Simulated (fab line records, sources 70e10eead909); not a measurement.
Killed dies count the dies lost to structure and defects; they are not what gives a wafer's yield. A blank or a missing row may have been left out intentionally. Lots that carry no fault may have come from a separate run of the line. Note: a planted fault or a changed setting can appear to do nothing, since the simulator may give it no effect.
Chamber matching :: flow nand-harc :: NHARC_A_CONTACT_ETCH_88 on rie-diel-13 has 4 sister chambers
The step etches the open film in CF4, target depth 39 nm, time 65 s. 30 wafers are shown with their chamber, then 12 later ones without.

WAFERS PAIRED WITH THEIR CHAMBERS
wafer: L075.3
chamber: 0
showerhead-plenum-p-Torr (Torr): 1.68
drypump-motor-current-A (A): 5.2
oes-product-au (a.u.): 1.001

wafer: L075.4
chamber: 1
showerhead-plenum-p-Torr (Torr): 1.69
drypump-motor-current-A (A): 5.5
oes-product-au (a.u.): 0.992

wafer: L075.6
chamber: 1
showerhead-plenum-p-Torr (Torr): 1.69
drypump-motor-current-A (A): 5.4
oes-product-au (a.u.): 0.985

wafer: L077.1
chamber: 1
showerhead-plenum-p-Torr (Torr): 1.69
drypump-motor-current-A (A): 5.5
oes-product-au (a.u.): 0.991

wafer: L077.5
chamber: 1
showerhead-plenum-p-Torr (Torr): 1.69
drypump-motor-current-A (A): 5.4
oes-product-au (a.u.): 1.000

wafer: L077.6
chamber: 0
showerhead-plenum-p-Torr (Torr): 1.68
drypump-motor-current-A (A): 5.2
oes-product-au (a.u.): 1.002

wafer: L080.1
chamber: 3
showerhead-plenum-p-Torr (Torr): 1.81
drypump-motor-current-A (A): 6.0
oes-product-au (a.u.): 0.998

wafer: L080.3
chamber: 0
showerhead-plenum-p-Torr (Torr): 1.68
drypump-motor-current-A (A): 5.2
oes-product-au (a.u.): 1.001

wafer: L080.6
chamber: 3
showerhead-plenum-p-Torr (Torr): 1.81
drypump-motor-current-A (A): 6.0
oes-product-au (a.u.): 1.003

wafer: L078.1
chamber: 1
showerhead-plenum-p-Torr (Torr): 1.69
drypump-motor-current-A (A): 5.5
oes-product-au (a.u.): 0.989

wafer: L078.2
chamber: 3
showerhead-plenum-p-Torr (Torr): 1.81
drypump-motor-current-A (A): 6.0
oes-product-au (a.u.): 1.004

wafer: L078.4
chamber: 2
showerhead-plenum-p-Torr (Torr): 1.70
drypump-motor-current-A (A): 6.0
oes-product-au (a.u.): 1.003

wafer: L086.1
chamber: 1
showerhead-plenum-p-Torr (Torr): 1.69
drypump-motor-current-A (A): 5.5
oes-product-au (a.u.): 0.977

wafer: L086.5
chamber: 0
showerhead-plenum-p-Torr (Torr): 1.68
drypump-motor-current-A (A): 5.2
oes-product-au (a.u.): 0.994

wafer: L086.6
chamber: 1
showerhead-plenum-p-Torr (Torr): 1.69
drypump-motor-current-A (A): 5.5
oes-product-au (a.u.): 0.982

wafer: L087.1
chamber: 1
showerhead-plenum-p-Torr (Torr): 1.69
drypump-motor-current-A (A): 5.5
oes-product-au (a.u.): 0.992

wafer: L087.3
chamber: 0
showerhead-plenum-p-Torr (Torr): 1.68
drypump-motor-current-A (A): 5.2
oes-product-au (a.u.): 1.011

wafer: L087.4
chamber: 3
showerhead-plenum-p-Torr (Torr): 1.80
drypump-motor-current-A (A): 6.0
oes-product-au (a.u.): 0.997

wafer: L089.1
chamber: 0
showerhead-plenum-p-Torr (Torr): 1.68
drypump-motor-current-A (A): 5.2
oes-product-au (a.u.): 1.010

wafer: L089.5
chamber: 3
showerhead-plenum-p-Torr (Torr): 1.80
drypump-motor-current-A (A): 6.0
oes-product-au (a.u.): 0.996

wafer: L089.6
chamber: 0
showerhead-plenum-p-Torr (Torr): 1.68
drypump-motor-current-A (A): 5.2
oes-product-au (a.u.): 1.003

wafer: L090.4
chamber: 0
showerhead-plenum-p-Torr (Torr): 1.68
drypump-motor-current-A (A): 5.2
oes-product-au (a.u.): 1.013

wafer: L090.5
chamber: 0
showerhead-plenum-p-Torr (Torr): 1.68
drypump-motor-current-A (A): 5.2
oes-product-au (a.u.): 1.011

wafer: L090.6
chamber: 1
showerhead-plenum-p-Torr (Torr): 1.69
drypump-motor-current-A (A): 5.5
oes-product-au (a.u.): 0.996

wafer: L092.4
chamber: 3
showerhead-plenum-p-Torr (Torr): 1.80
drypump-motor-current-A (A): 6.0
oes-product-au (a.u.): 0.999

wafer: L092.5
chamber: 2
showerhead-plenum-p-Torr (Torr): 1.70
drypump-motor-current-A (A): 6.0
oes-product-au (a.u.): 1.006

wafer: L092.6
chamber: 3
showerhead-plenum-p-Torr (Torr): 1.80
drypump-motor-current-A (A): 5.9
oes-product-au (a.u.): 1.004

wafer: L093.1
chamber: 0
showerhead-plenum-p-Torr (Torr): 1.67
drypump-motor-current-A (A): 5.2
oes-product-au (a.u.): 1.003

wafer: L093.3
chamber: 3
showerhead-plenum-p-Torr (Torr): 1.80
drypump-motor-current-A (A): 6.0
oes-product-au (a.u.): 0.990

wafer: L093.4
chamber: 2
showerhead-plenum-p-Torr (Torr): 1.70
drypump-motor-current-A (A): 6.0
oes-product-au (a.u.): 1.001

SIGNATURES (averages over the wafers above)
reading: showerhead-plenum-p-Torr
chamber 0: 1.6790
chamber 1: 1.6900
chamber 2: 1.7000
chamber 3: 1.8037
scatter within a chamber: 0.00327

reading: drypump-motor-current-A
chamber 0: 5.200
chamber 1: 5.478
chamber 2: 6.000
chamber 3: 5.987
scatter within a chamber: 0.0306

reading: oes-product-au
chamber 0: 1.00490
chamber 1: 0.98933
chamber 2: 1.00333
chamber 3: 0.99887
scatter within a chamber: 0.0059
Rule: a wafer lies at a distance from a chamber equal to the root of the sum of squares, over the readings, of (its reading less the chamber's mean, divided by the reading's scatter). The wafer belongs to the nearest chamber; if the next one is less than 2 further off, it can't be placed. The scatter: take each reading less its chamber's mean, square it, sum over the shown wafers, divide by the number of wafers less the number of chambers, and take the root.

WAFERS WITH NO CHAMBER GIVEN
wafer: L091.1
showerhead-plenum-p-Torr (Torr): 1.69
drypump-motor-current-A (A): 5.4
oes-product-au (a.u.): 1.004

wafer: L091.3
showerhead-plenum-p-Torr (Torr): 1.67
drypump-motor-current-A (A): 5.2
oes-product-au (a.u.): 1.016

wafer: L091.4
showerhead-plenum-p-Torr (Torr): 1.80
drypump-motor-current-A (A): 6.0
oes-product-au (a.u.): 0.988

wafer: L094.4
showerhead-plenum-p-Torr (Torr): 1.69
drypump-motor-current-A (A): 5.4
oes-product-au (a.u.): 0.991

wafer: L094.5
showerhead-plenum-p-Torr (Torr): 1.80
drypump-motor-current-A (A): 5.9
oes-product-au (a.u.): 1.003

wafer: L094.6
showerhead-plenum-p-Torr (Torr): 1.67
drypump-motor-current-A (A): 5.2
oes-product-au (a.u.): 1.001

wafer: L095.1
showerhead-plenum-p-Torr (Torr): 1.69
drypump-motor-current-A (A): 6.0
oes-product-au (a.u.): 1.000

wafer: L095.2
showerhead-plenum-p-Torr (Torr): 1.80
drypump-motor-current-A (A): 6.0
oes-product-au (a.u.): 1.002

wafer: L095.4
showerhead-plenum-p-Torr (Torr): 1.67
drypump-motor-current-A (A): 5.2
oes-product-au (a.u.): 1.009

wafer: L097.1
showerhead-plenum-p-Torr (Torr): 1.80
drypump-motor-current-A (A): 6.0
oes-product-au (a.u.): 1.004

wafer: L097.2
showerhead-plenum-p-Torr (Torr): 1.69
drypump-motor-current-A (A): 6.0
oes-product-au (a.u.): 1.003

wafer: L097.4
showerhead-plenum-p-Torr (Torr): 1.67
drypump-motor-current-A (A): 5.2
oes-product-au (a.u.): 1.009

WHICH CHAMBER EACH WENT THROUGH
wafer: L091.1
from the rows above: 1
in truth: 1

wafer: L091.3
from the rows above: 0
in truth: 0

wafer: L091.4
from the rows above: 3
in truth: 3

wafer: L094.4
from the rows above: 1
in truth: 1

wafer: L094.5
from the rows above: 3
in truth: 3

wafer: L094.6
from the rows above: 0
in truth: 0

wafer: L095.1
from the rows above: 2
in truth: 2

wafer: L095.2
from the rows above: 3
in truth: 3

wafer: L095.4
from the rows above: 0
in truth: 0

wafer: L097.1
from the rows above: 3
in truth: 3

wafer: L097.2
from the rows above: 2
in truth: 2

wafer: L097.4
from the rows above: 0
in truth: 0
Correct placement for 12 of the 12. Left unplaced by these rows: 0. 0 placed wrongly.
